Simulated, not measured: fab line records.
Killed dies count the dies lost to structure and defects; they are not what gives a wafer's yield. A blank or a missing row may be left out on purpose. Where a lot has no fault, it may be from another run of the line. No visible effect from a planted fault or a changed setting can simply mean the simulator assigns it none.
fab line records    flow n5-finfet
[record] lots = 7  wafers = 39
route steps=1938 shown PMOS_HMC_CHANNEL_EPI@64 FIN_SAQP@130 SD_EPI_N@269 HKMG_FIN@397 BEOL_M0_SAQP@672 BEOL_M1@818 BEOL_M5@1112 BEOL_M9@1405 BEOL_M10@1525 BEOL_M13@1673 PASS1_DEP@1831 PAD_METAL@1896 PASSIVATION@1936
start-h: hours from the record's first day to the start of the lot's first wafer shown    wait-h: hours elapsed since this lot's preceding step    " identical to the entry in the row above    L1.1+2: one row covering several wafers at once    - no value, or no start was given    * or withheld: withheld    < > ~ a bound
route shown NAME@n: NAME is a module with steps in the file, n the number in the route of the first one    usual: mean/standard deviation taken from wafers without a fault    same: alike in all rows    chamber/n: place in a boat    sites: each site's reading    _std_site: their standard deviation    _edge_site: inner sites' mean taken away from outer sites' mean    radius-mm: for every site, how far away it sits from the centre of the wafer    mask NAME#n: copy n    behind: tool/chamber where the wafer was last shaped    hold: the reason the lot was held/the length of the hold in hours/how it ended    device: which transistor (n, p or np) failed to switch    end of line: the tests these same wafers got at the end of their route    where a step has no rows: the recipe by itself    killed: not the wafer's yield, but the dies lost to structure and defects at the first sort    map: shows each die of a wafer: x if killed, . if not, _ if none is there
set.NAME: the run value of the setting; set.NAME@STEP: its run value at that earlier step    model.NAME: the simulator's own value behind a step, which no gauge read
lots whose settings were changed on purpose; a table a step, a row a wafer
[[steps]]
[step N5_PMOS_HMC_CHANNEL_EPI_DEVELOP_08]
[recipe] develop-time-s = 30  developer = TMAH  resist = CAR-ArF-block  dev-temp-c = 23  rinse-liquid = diw  dry = air-spin
[step N5_FIN_SAQP_ETCH_65]
[recipe] chemistry = CF4  target = SiO2  target-depth-a = 40  ion-energy-ev = 350  time-s = 4.4  pressure-mtorr = 10  icp-w = 800  bias-w = 400  cf4-flow-sccm = 80
[step N5_SD_EPI_N_DEVELOP_08]
[step N5_HKMG_FIN_DEVELOP_48]
[recipe] develop-time-s = 30  developer = TMAH  resist = CAR-ArF  rinse-liquid = diw  dry = air-spin  dev-temp-c = 23
[step N5_BEOL_M0_SAQP_ETCH_106]
[recipe] chemistry = N2/H2  target = SOC  target-depth-a = 1500  stop-on = SiNx  ion-energy-ev = 100  bias-w = 61  pressure-mtorr = 30  source-w = 850  n2-flow-sccm = 200  h2-flow-sccm = 200
[step N5_BEOL_M1_SPUTTER_81]
[recipe] material = Cu  target-thk-a = 45  temp-c = -20  chamber-pressure-pa = 0.07  power-w = withheld  time-s = 8.29
[step N5_BEOL_M5_ILD_DEP_00]
[recipe] material = SiCOH_lowk  target-thk-a = 1406.4  temp-c = 300  precursor = DEMS/porogen  pressure-torr = 5  rf-w = 500  time-s = 25.9
[step N5_BEOL_M5_SPUTTER_88]
[recipe] material = Cu  target-thk-a = 150  temp-c = -20  chamber-pressure-pa = 0.07  power-w = withheld  time-s = 27.62
[step N5_BEOL_M9_HM_DEP_02]
[recipe] material = TiN  target-thk-a = 200  temp-c = 25  chamber-pressure-pa = 0.49996
[step N5_BEOL_M10_SURFACE_TREAT_76]
[recipe] gas = Ar  time-s = *  ion-energy-ev = *  ion-current-ma-cm2 = 0.5  pressure-mtorr = *  ar-flow-sccm = 30
[step N5_BEOL_M13_ETCH_59]
[recipe] chemistry = N2/H2  target = BARC  target-depth-a = 890  overetch-a = 267  time-s = 67.9  ion-energy-ev = 200  pressure-mtorr = 30  source-w = 840  bias-w = 150  n2-flow-sccm = 200  h2-flow-sccm = 200
[step N5_PASSIVATION_PECVD_00]
[recipe] material = SiO2  target-thk-a = 2000  temp-c = 400  precursor = SiH4/N2O  pressure-torr = 2.7  rf-w = 608  time-s = 11.2
[step N5_PASSIVATION_AL_DEP_21]
[recipe] material = Al  target-thk-a = 28000  temp-c = 400  time-s = 170  power-w = 30000  chamber-pressure-pa = 0.4  gas = Ar
[step N5_PASSIVATION_PROBE_49]
[usual] sort_bin_5_function = 5.2/0.89
lot.wafer  tool       chamber  start-h  wait-h  set.develop-time-s@PMOS_HMC_CHANNEL_EPI_DEVELOP_08  set.time-s@FIN_SAQP_ETCH_65  set.develop-time-s@SD_EPI_N_DEVELOP_08  set.develop-time-s@HKMG_FIN_DEVELOP_48  set.target-depth-a@BEOL_M0_SAQP_ETCH_106  set.target-thk-a@BEOL_M1_SPUTTER_81  set.time-s@BEOL_M5_ILD_DEP_00  set.time-s@BEOL_M5_SPUTTER_88  set.target-thk-a@BEOL_M9_HM_DEP_02  set.time-s@BEOL_M10_SURFACE_TREAT_76  set.time-s@BEOL_M13_ETCH_59  set.time-s@PASSIVATION_PECVD_00  set.time-s@PASSIVATION_AL_DEP_21  sort_bin_5_function[%]
L074.1     prober-02  -        309.24   0.0     37.91                                               6.062                        30                                      30                                      608.2                                     45                                   35.62                          27.62                          248.7                               *                                     67.9                         11.2                             170                               5.3
L074.2     prober-02  -        309.29   0.1     37.91                                               4.4                          21.09                                   30                                      1500                                      45                                   25.9                           27.62                          248.7                               *                                     35                           15.45                            209.1                             79.5
L074.3     prober-02  -        309.34   0.1     30                                                  6.062                        21.09                                   30                                      1500                                      45                                   35.62                          11.65                          200                                 *                                     35                           11.2                             170                               96.2
L074.4     prober-02  -        309.39   0.2     30                                                  6.062                        21.09                                   30                                      608.2                                     45                                   25.9                           27.62                          200                                 *                                     67.9                         15.45                            170                               4.7
L074.5     prober-02  -        309.44   0.2     37.91                                               4.4                          30                                      30                                      1500                                      45                                   35.62                          11.65                          248.7                               *                                     35                           15.45                            209.1                             95.7
L074.6     prober-02  -        309.49   0.3     30                                                  4.4                          30                                      30                                      608.2                                     45                                   25.9                           11.65                          200                                 *                                     67.9                         11.2                             209.1                             85.0
L076.1     prober-02  -        313.42   0.0     30                                                  4.4                          30                                      30                                      1500                                      45                                   25.9                           27.62                          200                                 *                                     67.9                         11.2                             170                               5.4
L076.4     prober-02  -        313.57   0.2     30                                                  4.4                          30                                      30                                      1500                                      45                                   25.9                           27.62                          200                                 *                                     67.9                         11.2                             170                               6.4
L076.6     prober-02  -        313.67   0.3     30                                                  4.4                          30                                      30                                      1500                                      45                                   25.9                           27.62                          200                                 *                                     67.9                         11.2                             170                               5.3
L077.1     prober-01  -        317.54   0.0     30                                                  4.4                          41.51                                   30                                      1500                                      45                                   35.48                          27.62                          200                                 *                                     67.9                         11.2                             237.3                             97.9
L077.2     prober-01  -        317.59   0.1     24.39                                               4.4                          30                                      30                                      1966                                      52.36                                35.48                          22.54                          200                                 *                                     67.9                         11.2                             237.3                             96.9
L077.3     prober-01  -        317.64   0.1     24.39                                               4.4                          41.51                                   30                                      1966                                      45                                   25.9                           27.62                          200                                 *                                     67.9                         11.2                             170                               5.4
L077.4     prober-01  -        317.69   0.2     24.39                                               4.4                          30                                      19.01                                   1500                                      52.36                                25.9                           22.54                          279.7                               *                                     67.9                         11.2                             170                               35.8
L077.5     prober-01  -        317.74   0.2     30                                                  4.4                          41.51                                   19.01                                   1966                                      52.36                                25.9                           27.62                          279.7                               *                                     67.9                         11.2                             237.3                             97.2
L077.6     prober-01  -        317.79   0.3     30                                                  4.4                          30                                      19.01                                   1500                                      45                                   35.48                          22.54                          279.7                               *                                     67.9                         11.2                             170                               96.4
L082.1     prober-01  -        347.27   0.0     16.89                                               4.4                          30                                      30                                      1500                                      45                                   12.25                          27.62                          200                                 *                                     67.9                         17.82                            170                               7.2
L082.2     prober-01  -        347.32   0.1     30                                                  3.017                        30                                      36.42                                   2359                                      45                                   25.9                           27.62                          150                                 *                                     67.9                         11.2                             170                               4.5
L082.3     prober-01  -        347.37   0.1     30                                                  3.017                        19.2                                    30                                      1500                                      45                                   12.25                          27.62                          150                                 *                                     67.9                         11.2                             231.1                             6.2
L082.4     prober-01  -        347.42   0.2     16.89                                               4.4                          19.2                                    36.42                                   1500                                      45                                   25.9                           27.62                          200                                 *                                     67.9                         17.82                            231.1                             96.1
L082.5     prober-01  -        347.47   0.2     16.89                                               3.017                        19.2                                    36.42                                   2359                                      45                                   12.25                          27.62                          150                                 *                                     67.9                         17.82                            170                               3.3
L082.6     prober-01  -        347.52   0.3     30                                                  4.4                          30                                      30                                      2359                                      45                                   25.9                           27.62                          200                                 *                                     67.9                         11.2                             231.1                             97.3
L088.1     prober-01  -        397.93   0.0     17.43                                               2.049                        24.61                                   36.18                                   912                                       60.63                                25.9                           27.62                          200                                 *                                     34.7                         14.06                            106.2                             9.0
L088.2     prober-01  -        397.98   0.1     30                                                  2.049                        30                                      30                                      1500                                      45                                   41.05                          27.62                          200                                 *                                     34.7                         14.06                            106.2                             97.1
L088.3     prober-01  -        398.03   0.1     17.43                                               2.049                        30                                      30                                      912                                       45                                   25.9                           27.62                          127.1                               *                                     67.9                         14.06                            170                               5.5
L088.4     prober-01  -        398.08   0.2     30                                                  4.4                          30                                      36.18                                   1500                                      60.63                                25.9                           27.62                          127.1                               *                                     67.9                         11.2                             106.2                             5.8
L088.5     prober-01  -        398.13   0.2     17.43                                               4.4                          24.61                                   30                                      1500                                      60.63                                41.05                          27.62                          127.1                               *                                     34.7                         11.2                             170                               98.1
L088.6     prober-01  -        398.18   0.3     30                                                  4.4                          24.61                                   36.18                                   912                                       45                                   41.05                          27.62                          200                                 *                                     67.9                         11.2                             170                               97.4
L092.1     prober-02  -        417.38   0.0     30                                                  5.76                         20.99                                   30                                      1177                                      45                                   11.55                          27.62                          200                                 *                                     53.99                        11.2                             214.4                             5.4
L092.2     prober-02  -        417.43   0.1     30                                                  4.4                          30                                      30                                      1500                                      22.43                                11.55                          27.62                          200                                 *                                     67.9                         11.2                             170                               6.9
L092.3     prober-02  -        417.48   0.1     41.76                                               5.76                         30                                      30                                      1500                                      22.43                                25.9                           27.62                          200                                 *                                     67.9                         11.2                             214.4                             96.9
L092.4     prober-02  -        417.53   0.2     41.76                                               4.4                          30                                      30                                      1177                                      45                                   11.55                          27.62                          200                                 *                                     67.9                         11.2                             214.4                             4.4
L092.5     prober-02  -        417.58   0.2     30                                                  5.76                         20.99                                   30                                      1500                                      45                                   25.9                           27.62                          200                                 *                                     53.99                        11.2                             170                               4.3
L092.6     prober-02  -        417.63   0.3     41.76                                               4.4                          20.99                                   30                                      1177                                      22.43                                25.9                           27.62                          200                                 *                                     53.99                        11.2                             170                               5.2
L095.1     prober-02  -        436.19   0.0     15.23                                               5.5                          15.32                                   30                                      1500                                      45                                   17.06                          18.39                          200                                 *                                     67.9                         11.2                             239.8                             97.0
L095.2     prober-02  -        436.24   0.1     15.23                                               4.4                          15.32                                   35.29                                   1500                                      45                                   25.9                           27.62                          200                                 *                                     67.9                         5.251                            239.8                             96.5
L095.3     prober-02  -        436.29   0.1     30                                                  5.5                          15.32                                   35.29                                   878.2                                     35.91                                17.06                          18.39                          200                                 *                                     67.9                         5.251                            170                               4.8
L095.4     prober-02  -        436.34   0.2     30                                                  5.5                          30                                      30                                      878.2                                     35.91                                25.9                           27.62                          200                                 *                                     67.9                         11.2                             170                               5.7
L095.5     prober-02  -        436.39   0.2     30                                                  4.4                          30                                      35.29                                   1500                                      35.91                                17.06                          27.62                          200                                 *                                     67.9                         5.251                            170                               4.3
L095.6     prober-02  -        436.44   0.3     15.23                                               4.4                          30                                      30                                      878.2                                     45                                   25.9                           18.39                          200                                 *                                     67.9                         11.2                             239.8                             97.2
// killed by level:class
L074.1 FIN_SAQP:geometric-particle:short=15 BEOL_M2:geometric-particle:open=12 MOL_CONTACT_COAG:geometric-particle:open=9 FIN_SAQP:geometric-particle:open=7 BEOL_M1:geometric-particle:open=7 BEOL_M3:geometric-particle:open=7 BEOL_M0_SAQP:geometric-particle:open=5 STI_FIN_REVEAL:geometric-particle:open=4
L074.2 PASSIVATION:area-etch=823 BEOL_M13:area-etch=64 MOL_CONTACT_COAG:geometric-particle:open=9 FIN_SAQP:geometric-particle:open=8 BEOL_M2:geometric-particle:open=8 FIN_SAQP:geometric-particle:short=7 MOL_CONTACT_COAG:geometric-particle:short=7 GATE_CUT:geometric-particle:short=5
L074.3 BEOL_M5:area-etch=1084 BEOL_M5:interface-void-opened=11 BEOL_M0_SAQP:geometric-particle:short=10 STARTING-WAFER:geometric-particle:open=8 FIN_SAQP:geometric-particle:short=7 BEOL_M0_SAQP:geometric-particle:open=7 BEOL_M2:geometric-particle:open=6 MOL_CONTACT_COAG:geometric-particle:open=4
L074.4 STI_FIN_REVEAL:geometric-particle:open=13 FIN_SAQP:geometric-particle:open=7 FIN_SAQP:geometric-particle:short=7 MOL_CONTACT_COAG:geometric-particle:open=7 BEOL_M0_SAQP:geometric-particle:short=7 BEOL_M4:geometric-particle:short=7 GATE_CUT:geometric-particle:short=5 BEOL_M5:geometric-particle:open=3
L074.5 BEOL_M5:area-etch=918 PASSIVATION:area-etch=142 MOL_CONTACT_COAG:geometric-particle:open=15 BEOL_M0_SAQP:geometric-particle:open=12 BEOL_M5:interface-void-opened=10 BEOL_M0_SAQP:geometric-particle:short=9 BEOL_M1:geometric-particle:open=7 GATE_CUT:geometric-particle:short=6
L074.6 PASSIVATION:area-etch=940 BEOL_M2:geometric-particle:open=13 STI_FIN_REVEAL:geometric-particle:open=12 BEOL_M5:interface-void-opened=10 MOL_CONTACT_COAG:geometric-particle:open=8 FIN_SAQP:geometric-particle:short=7 BEOL_M4:geometric-particle:open=6 GATE_CUT:geometric-particle:short=5
L076.1 BEOL_M2:geometric-particle:open=14 BEOL_M3:geometric-particle:open=10 MOL_CONTACT_COAG:geometric-particle:open=6 GATE_CUT:geometric-particle:short=6 BEOL_M1:geometric-particle:open=6 BEOL_M4:geometric-particle:open=6 BEOL_M2:geometric-particle:short=5 FIN_SAQP:geometric-particle:open=4
L076.4 FIN_SAQP:geometric-particle:short=12 STI_FIN_REVEAL:geometric-particle:open=12 BEOL_M1:geometric-particle:open=8 BEOL_M2:geometric-particle:open=8 FIN_SAQP:geometric-particle:open=7 MOL_CONTACT_COAG:geometric-particle:open=7 BEOL_M3:geometric-particle:open=6 BEOL_M0_SAQP:geometric-particle:short=5
L076.6 BEOL_M2:geometric-particle:open=11 BEOL_M4:geometric-particle:open=11 STI_FIN_REVEAL:geometric-particle:open=10 GATE_CUT:geometric-particle:short=10 MOL_CONTACT_COAG:geometric-particle:open=10 GATE_CUT:geometric-particle:open=9 BEOL_M3:geometric-particle:open=7 BEOL_M0_SAQP:geometric-particle:open=6
L077.1 PASSIVATION:area-etch=1103 FIN_SAQP:geometric-particle:open=13 MOL_CONTACT_COAG:geometric-particle:open=10 BEOL_M0_SAQP:geometric-particle:short=6 BEOL_M4:geometric-particle:open=5 BEOL_M2:geometric-particle:open=5 MOL_CONTACT_COAG:geometric-particle:short=4 BEOL_M1:geometric-particle:open=4
L077.2 PASSIVATION:area-etch=1098 MOL_CONTACT_COAG:geometric-particle:open=15 BEOL_M0_SAQP:geometric-particle:open=10 BEOL_M0_SAQP:geometric-particle:short=7 BEOL_M1:geometric-particle:open=6 FIN_SAQP:geometric-particle:short=5 FIN_SAQP:geometric-particle:open=5 BEOL_M2:geometric-particle:open=4
L077.3 BEOL_M0_SAQP:geometric-particle:short=18 FIN_SAQP:geometric-particle:short=15 MOL_CONTACT_COAG:geometric-particle:open=11 DUMMY_GATE:geometric-particle:open=9 BEOL_M0_SAQP:geometric-particle:open=8 BEOL_M2:geometric-particle:open=5 BEOL_M6:geometric-particle:open=5 FIN_SAQP:geometric-particle:open=4
L077.4 BEOL_M9:area-open=355 MOL_CONTACT_COAG:geometric-particle:open=18 FIN_SAQP:geometric-particle:short=12 BEOL_M0_SAQP:geometric-particle:short=11 BEOL_M4:geometric-particle:open=10 FIN_SAQP:geometric-particle:open=9 STI_FIN_REVEAL:geometric-particle:open=8 MOL_CONTACT_COAG:geometric-particle:short=6
L077.5 PASSIVATION:area-etch=732 BEOL_M9:area-open=357 BEOL_M4:geometric-particle:open=13 BEOL_M1:geometric-particle:open=12 FIN_SAQP:geometric-particle:short=6 GATE_CUT:geometric-particle:open=6 MOL_CONTACT_COAG:geometric-particle:open=6 STI_FIN_REVEAL:geometric-particle:open=5
L077.6 BEOL_M5:area-etch=1083 FIN_SAQP:geometric-particle:open=17 MOL_CONTACT_COAG:geometric-particle:open=13 BEOL_M0_SAQP:geometric-particle:open=9 BEOL_M0_SAQP:geometric-particle:short=7 BEOL_M1:geometric-particle:open=6 FIN_SAQP:geometric-particle:short=5 DUMMY_GATE:geometric-particle:open=5
L082.1 BEOL_M5:area-dep=1056 FIN_SAQP:geometric-particle:open=15 FIN_SAQP:geometric-particle:short=15 BEOL_M2:geometric-particle:open=13 BEOL_M3:geometric-particle:open=9 DUMMY_GATE:geometric-particle:open=7 BEOL_M0_SAQP:geometric-particle:open=7 BEOL_M4:geometric-particle:open=6
L082.2 BEOL_M3:geometric-particle:open=11 MOL_CONTACT_COAG:geometric-particle:open=10 BEOL_M1:geometric-particle:open=10 BEOL_M2:geometric-particle:open=8 BEOL_M5:geometric-particle:open=7 GATE_CUT:geometric-particle:short=6 BEOL_M4:geometric-particle:open=5 MOL_CONTACT_COAG:geometric-particle:short=4
L082.3 BEOL_M5:area-dep=1057 BEOL_M0_SAQP:geometric-particle:short=15 BEOL_M1:geometric-particle:open=13 BEOL_M0_SAQP:geometric-particle:open=10 MOL_CONTACT_COAG:geometric-particle:open=8 STI_FIN_REVEAL:geometric-particle:open=7 BEOL_M3:geometric-particle:open=7 BEOL_M4:geometric-particle:open=5
L082.4 PASSIVATION:area-etch=1083 FIN_SAQP:geometric-particle:open=8 BEOL_M1:geometric-particle:open=8 BEOL_M0_SAQP:geometric-particle:open=8 BEOL_M0_SAQP:geometric-particle:short=8 BEOL_M2:geometric-particle:open=7 MOL_CONTACT_COAG:geometric-particle:open=6 BEOL_M0:geometric-particle:short=5
L082.5 BEOL_M5:area-dep=1109 BEOL_M1:geometric-particle:open=8 BEOL_M2:geometric-particle:open=8 FIN_SAQP:geometric-particle:open=5 MOL_CONTACT_COAG:geometric-particle:open=5 BEOL_M0_SAQP:geometric-particle:open=5 DUMMY_GATE:geometric-particle:open=4 BEOL_M1:geometric-particle:short=4
L082.6 PASSIVATION:area-etch=1088 BEOL_M1:geometric-particle:open=12 BEOL_M4:geometric-particle:open=10 MOL_CONTACT_COAG:geometric-particle:open=7 BEOL_M2:geometric-particle:open=7 FIN_SAQP:geometric-particle:open=5 DUMMY_GATE:geometric-particle:open=5 BEOL_M0_SAQP:geometric-particle:open=5
L088.1 BEOL_M13:area-etch=42 BEOL_M0_SAQP:geometric-particle:open=17 BEOL_M0_SAQP:geometric-particle:short=14 BEOL_M4:geometric-particle:open=13 FIN_SAQP:geometric-particle:open=6 FIN_SAQP:geometric-particle:short=6 BEOL_M2:geometric-particle:open=6 BEOL_M1:geometric-particle:open=4
L088.2 BEOL_M5:area-etch=1085 BEOL_M0_SAQP:geometric-particle:open=15 BEOL_M0_SAQP:geometric-particle:short=12 FIN_SAQP:geometric-particle:short=8 MOL_CONTACT_COAG:geometric-particle:open=7 DUMMY_GATE:geometric-particle:open=6 BEOL_M4:geometric-particle:open=6 BEOL_M3:geometric-particle:open=6
L088.3 BEOL_M0_SAQP:geometric-particle:open=23 BEOL_M2:geometric-particle:open=12 MOL_CONTACT_COAG:geometric-particle:open=11 BEOL_M4:geometric-particle:open=9 BEOL_M0_SAQP:geometric-particle:short=8 STI_FIN_REVEAL:geometric-particle:open=7 BEOL_M3:geometric-particle:open=6 DUMMY_GATE:geometric-particle:open=5
L088.4 BEOL_M0_SAQP:geometric-particle:open=14 MOL_CONTACT_COAG:geometric-particle:open=12 BEOL_M4:geometric-particle:open=11 BEOL_M2:geometric-particle:open=8 BEOL_M3:geometric-particle:open=6 STI_FIN_REVEAL:geometric-particle:open=4 BEOL_M0_SAQP:geometric-particle:short=4 FIN_SAQP:geometric-particle:open=3
L088.5 BEOL_M5:area-etch=1105 BEOL_M2:geometric-particle:open=8 MOL_CONTACT_COAG:geometric-particle:open=7 BEOL_M0_SAQP:geometric-particle:open=6 FIN_SAQP:geometric-particle:open=5 DUMMY_GATE:geometric-particle:open=5 BEOL_M4:geometric-particle:open=5 BEOL_M0_SAQP:geometric-particle:short=4
L088.6 BEOL_M5:area-etch=1084 BEOL_M0_SAQP:geometric-particle:short=10 BEOL_M0_SAQP:geometric-particle:open=8 FIN_SAQP:geometric-particle:short=6 BEOL_M3:geometric-particle:open=6 BEOL_M4:geometric-particle:open=6 STI_FIN_REVEAL:geometric-particle:open=5 MOL_CONTACT_COAG:geometric-particle:open=5
L092.1 BEOL_M5:area-dep=1070 MOL_CONTACT_COAG:geometric-particle:open=14 BEOL_M0_SAQP:geometric-particle:short=12 FIN_SAQP:geometric-particle:open=10 GATE_CUT:geometric-particle:short=7 BEOL_M0_SAQP:geometric-particle:open=7 FIN_SAQP:geometric-particle:short=6 BEOL_M4:geometric-particle:short=6
L092.2 BEOL_M5:area-dep=1069 MOL_CONTACT_COAG:geometric-particle:open=10 BEOL_M2:geometric-particle:open=10 BEOL_M0_SAQP:geometric-particle:open=9 FIN_SAQP:geometric-particle:open=7 BEOL_M0_SAQP:geometric-particle:short=6 BEOL_M3:geometric-particle:open=6 DUMMY_GATE:geometric-particle:open=5
L092.3 PASSIVATION:area-etch=1083 FIN_SAQP:geometric-particle:short=9 FIN_SAQP:geometric-particle:open=9 MOL_CONTACT_COAG:geometric-particle:open=9 BEOL_M0_SAQP:geometric-particle:short=7 BEOL_M0_SAQP:geometric-particle:open=7 DUMMY_GATE:geometric-particle:open=5 BEOL_M2:geometric-particle:open=5
L092.4 BEOL_M5:area-dep=1087 MOL_CONTACT_COAG:geometric-particle:open=10 BEOL_M2:geometric-particle:open=9 FIN_SAQP:geometric-particle:open=8 FIN_SAQP:geometric-particle:short=7 BEOL_M1:geometric-particle:open=7 BEOL_M0_SAQP:geometric-particle:short=6 MOL_CONTACT_COAG:geometric-particle:short=5
L092.5 BEOL_M0_SAQP:geometric-particle:short=11 BEOL_M0_SAQP:geometric-particle:open=8 GATE_CUT:geometric-particle:short=7 BEOL_M1:geometric-particle:short=7 BEOL_M3:geometric-particle:open=7 FIN_SAQP:geometric-particle:short=5 MOL_CONTACT_COAG:geometric-particle:open=5 BEOL_M2:geometric-particle:open=5
L092.6 BEOL_M0_SAQP:geometric-particle:open=12 FIN_SAQP:geometric-particle:open=9 BEOL_M4:geometric-particle:open=9 BEOL_M2:geometric-particle:open=7 BEOL_M3:geometric-particle:open=7 MOL_CONTACT_COAG:geometric-particle:open=5 MOL_CONTACT_COAG:geometric-particle:short=5 BEOL_M0_SAQP:geometric-particle:short=5
L095.1 PASSIVATION:area-etch=1099 FIN_SAQP:geometric-particle:short=9 MOL_CONTACT_COAG:geometric-particle:open=9 BEOL_M4:geometric-particle:open=9 FIN_SAQP:geometric-particle:open=6 STI_FIN_REVEAL:geometric-particle:open=4 BEOL_M0_SAQP:geometric-particle:open=4 BEOL_M3:geometric-particle:open=4
L095.2 PASSIVATION:area-etch=1096 BEOL_M3:geometric-particle:open=10 MOL_CONTACT_COAG:geometric-particle:open=9 BEOL_M4:geometric-particle:open=9 BEOL_M2:geometric-particle:open=6 FIN_SAQP:geometric-particle:short=5 MOL_CONTACT_COAG:geometric-particle:short=5 FIN_SAQP:geometric-particle:open=4
L095.3 MOL_CONTACT_COAG:geometric-particle:open=15 BEOL_M4:geometric-particle:open=10 STI_FIN_REVEAL:geometric-particle:open=6 BEOL_M3:geometric-particle:short=6 HKMG_FIN:area-etch=6 FIN_SAQP:geometric-particle:open=5 MOL_CONTACT_COAG:geometric-particle:short=5 BEOL_M5:geometric-particle:open=5
L095.4 MOL_CONTACT_COAG:geometric-particle:open=21 BEOL_M1:geometric-particle:open=8 FIN_SAQP:geometric-particle:open=7 MOL_CONTACT_COAG:geometric-particle:short=7 BEOL_M0_SAQP:geometric-particle:short=7 FIN_SAQP:geometric-particle:short=5 STI_FIN_REVEAL:geometric-particle:open=5 BEOL_M0_SAQP:geometric-particle:open=5
L095.5 STI_FIN_REVEAL:geometric-particle:open=12 MOL_CONTACT_COAG:geometric-particle:open=11 FIN_SAQP:geometric-particle:short=9 STARTING-WAFER:geometric-particle:open=6 BEOL_M3:geometric-particle:open=5 FIN_SAQP:geometric-particle:open=4 MOL_CONTACT_COAG:geometric-particle:short=4 STI_FIN_REVEAL:geometric-particle:short=3
L095.6 PASSIVATION:area-etch=1077 MOL_CONTACT_COAG:geometric-particle:open=19 BEOL_M4:geometric-particle:open=18 BEOL_M0:geometric-particle:open=6 FIN_SAQP:geometric-particle:open=5 BEOL_M5:geometric-particle:open=5 FIN_SAQP:geometric-particle:short=4 GATE_CUT:geometric-particle:short=4
[[key]]
[split] step = N5_PMOS_HMC_CHANNEL_EPI_DEVELOP_08  setting = develop-time-s  stated-as = 30
response none clear
[split] step = N5_FIN_SAQP_ETCH_65  setting = time-s  stated-as = 4.4
response none clear
[split] step = N5_SD_EPI_N_DEVELOP_08  setting = develop-time-s  stated-as = 30
response none clear
[split] step = N5_HKMG_FIN_DEVELOP_48  setting = develop-time-s  stated-as = 30
response none clear
[split] step = N5_BEOL_M0_SAQP_ETCH_106  setting = target-depth-a  stated-as = 1500
response none clear
[split] step = N5_BEOL_M1_SPUTTER_81  setting = target-thk-a  stated-as = 45
response none clear
[split] step = N5_BEOL_M5_ILD_DEP_00  setting = time-s  stated-as = 25.9
response none clear
[split] step = N5_BEOL_M5_SPUTTER_88  setting = time-s  stated-as = 27.62
response none clear
[split] step = N5_BEOL_M9_HM_DEP_02  setting = target-thk-a  stated-as = 200
response none clear
[split] step = N5_BEOL_M10_SURFACE_TREAT_76  setting = time-s  stated-as = *
response none clear
[split] step = N5_BEOL_M13_ETCH_59  setting = time-s  stated-as = 67.9
response none clear
[split] step = N5_PASSIVATION_PECVD_00  setting = time-s  stated-as = 11.2
response none clear
[split] step = N5_PASSIVATION_AL_DEP_21  setting = time-s  stated-as = 170
[response] step = N5_PASSIVATION_PROBE_49  reading = sort_bin_5_function  slope = +1.39  per = 1%  together-with = all  explained = 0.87
